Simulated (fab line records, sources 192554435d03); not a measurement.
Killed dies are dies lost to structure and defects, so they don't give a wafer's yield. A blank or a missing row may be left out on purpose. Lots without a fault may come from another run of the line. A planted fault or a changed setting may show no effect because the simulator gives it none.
Chamber matching | flow n5_finfet | N5_MIM_TOP_ALD_00 on ald_hk-02: 4 sister chambers
The step deposits Al2O3, purge time 3 s, co reactant pulse time 3 s. 4 wafers are shown with their chamber, then 12 later ones without.

WAFERS WITH THEIR CHAMBER
wafer  | chamber | precursor_pulse_height_rel
L094.1 | 1       | 0.966
L094.4 | 0       | 1.000
L094.5 | 3       | 0.998
L094.6 | 2       | 1.001

WAFERS WITHOUT THEIR CHAMBER
wafer  | precursor_pulse_height_rel
L090.1 | 0.992
L090.2 | 0.994
L090.3 | 1.017
L090.4 | 1.007
L090.5 | 0.999
L090.6 | 0.982
L096.2 | 1.004
L096.4 | 1.008
L096.6 | 1.002
L097.1 | 1.021
L097.5 | 0.994
L097.6 | 0.988

WHICH CHAMBER EACH WENT THROUGH
wafer  | from the rows above               | in truth
L090.1 | can't be placed: 3 or 0 or 2      | 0
L090.2 | can't be placed: 3 or 0 or 2      | 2
L090.3 | can't be placed: 2 or 0 or 3      | 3
L090.4 | can't be placed: 2 or 0 or 3      | 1
L090.5 | can't be placed: 0 or 3 or 2      | 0
L090.6 | can't be placed: 1 or 3 or 0 or 2 | 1
L096.2 | can't be placed: 2 or 0 or 3      | 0
L096.4 | can't be placed: 2 or 0 or 3      | 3
L096.6 | can't be placed: 2 or 0 or 3      | 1
L097.1 | can't be placed: 2 or 0 or 3      | 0
L097.5 | can't be placed: 3 or 0 or 2      | 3
L097.6 | can't be placed: 3 or 0 or 2 or 1 | 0
Placed correctly: 0 of 12. Can't be placed from these rows: 12 (the true chamber is among the candidates in 10). Placed wrongly: 0.
How it was worked out, from the rows above alone: a wafer's distance from a chamber is the root of the sum, over the readings, of the square of ((its reading less the chamber's mean) divided by the reading's scatter). The wafer belongs to the nearest chamber; if the next one is less than 2 further off, it can't be placed. A chamber's mean is the mean of its shown wafers. The scatter: with one shown wafer a chamber, the root of the mean of the squares of how far each hidden wafer lies from its nearest shown one.
